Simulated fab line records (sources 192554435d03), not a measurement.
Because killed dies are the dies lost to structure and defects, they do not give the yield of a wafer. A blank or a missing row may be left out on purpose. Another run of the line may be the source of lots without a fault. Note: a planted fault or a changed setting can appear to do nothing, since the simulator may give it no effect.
Chamber matching + flow n5-finfet + rie-diel-06 running N5_BEOL_M2_ETCH_70: 3 sister chambers
The step etches SOC in N2/H2, target depth 80 nm, overetch 24 nm, time 130 s. 16 wafers are shown with their chamber, then 6 later ones without.

== WAFERS, EACH WITH ITS CHAMBER ==
| wafer  | chamber | showerhead-plenum-p-Torr (Torr) | throttle-valve-pct (%) | oes-product-au (a.u.) |
|--------|---------|---------------------------------|------------------------|-----------------------|
| L076.1 | 0       | 2.62                            | 17.85                  | 0.52                  |
| L076.3 | 1       | 2.62                            | 17.74                  | 0.53                  |
| L076.6 | 0       | 2.62                            | 17.85                  | 0.51                  |
| L077.1 | 1       | 2.62                            | 17.74                  | 0.53                  |
| L077.3 | 0       | 2.62                            | 17.86                  | 0.51                  |
| L077.6 | 0       | 2.62                            | 17.85                  | 0.51                  |
| L078.2 | 2       | 2.52                            | 18.06                  | 0.51                  |
| L078.4 | 2       | 2.52                            | 18.05                  | 0.51                  |
| L078.5 | 1       | 2.62                            | 17.74                  | 0.53                  |
| L080.2 | 0       | 2.62                            | 17.85                  | 0.51                  |
| L080.4 | 1       | 2.62                            | 17.76                  | 0.53                  |
| L080.5 | 2       | 2.51                            | 18.05                  | 0.51                  |
| L082.1 | 0       | 2.62                            | 17.88                  | 0.50                  |
| L082.3 | 1       | 2.62                            | 17.75                  | 0.53                  |
| L082.5 | 1       | 2.62                            | 17.76                  | 0.53                  |
| L084.2 | 1       | 2.62                            | 17.77                  | 0.52                  |

SIGNATURES (means of the wafers above)
| reading                  | chamber 0 | chamber 1 | chamber 2 | scatter within a chamber |
|--------------------------|-----------|-----------|-----------|--------------------------|
| showerhead-plenum-p-Torr | 2.6200    | 2.6200    | 2.5167    | 0.00226                  |
| throttle-valve-pct       | 17.8567   | 17.7514   | 18.0533   | 0.0114                   |
| oes-product-au           | 0.5100    | 0.5286    | 0.5100    | 0.00469                  |
Rule: a wafer's distance from a chamber is the root of the sum, over the readings, of the square of ((its reading less the chamber's mean) divided by the reading's scatter). If the next closest chamber is less than 2 further off than the closest, the wafer can't be placed; otherwise it belongs to the closest. The scatter: take each reading less its chamber's mean, square it, sum over the shown wafers, divide by the number of wafers less the number of chambers, and take the root.

== WAFERS WITHOUT THEIR CHAMBER ==
| wafer  | showerhead-plenum-p-Torr (Torr) | throttle-valve-pct (%) | oes-product-au (a.u.) |
|--------|---------------------------------|------------------------|-----------------------|
| L084.5 | 2.62                            | 17.75                  | 0.53                  |
| L089.1 | 2.61                            | 17.77                  | 0.52                  |
| L089.6 | 2.51                            | 17.59                  | 0.72                  |
| L092.3 | 2.61                            | 17.78                  | 0.52                  |
| L092.4 | 2.61                            | 17.90                  | 0.50                  |
| L092.6 | 2.51                            | 17.57                  | 0.71                  |

== WHICH CHAMBER EACH WENT THROUGH ==
| wafer  | from the rows above | in truth |
|--------|---------------------|----------|
| L084.5 | 1                   | 1        |
| L089.1 | 1                   | 1        |
| L089.6 | 2                   | 2        |
| L092.3 | 1                   | 1        |
| L092.4 | 0                   | 0        |
| L092.6 | 2                   | 2        |
Correct placement for 6 of the 6. Number that these rows cannot place: 0. Placed wrongly: 0.
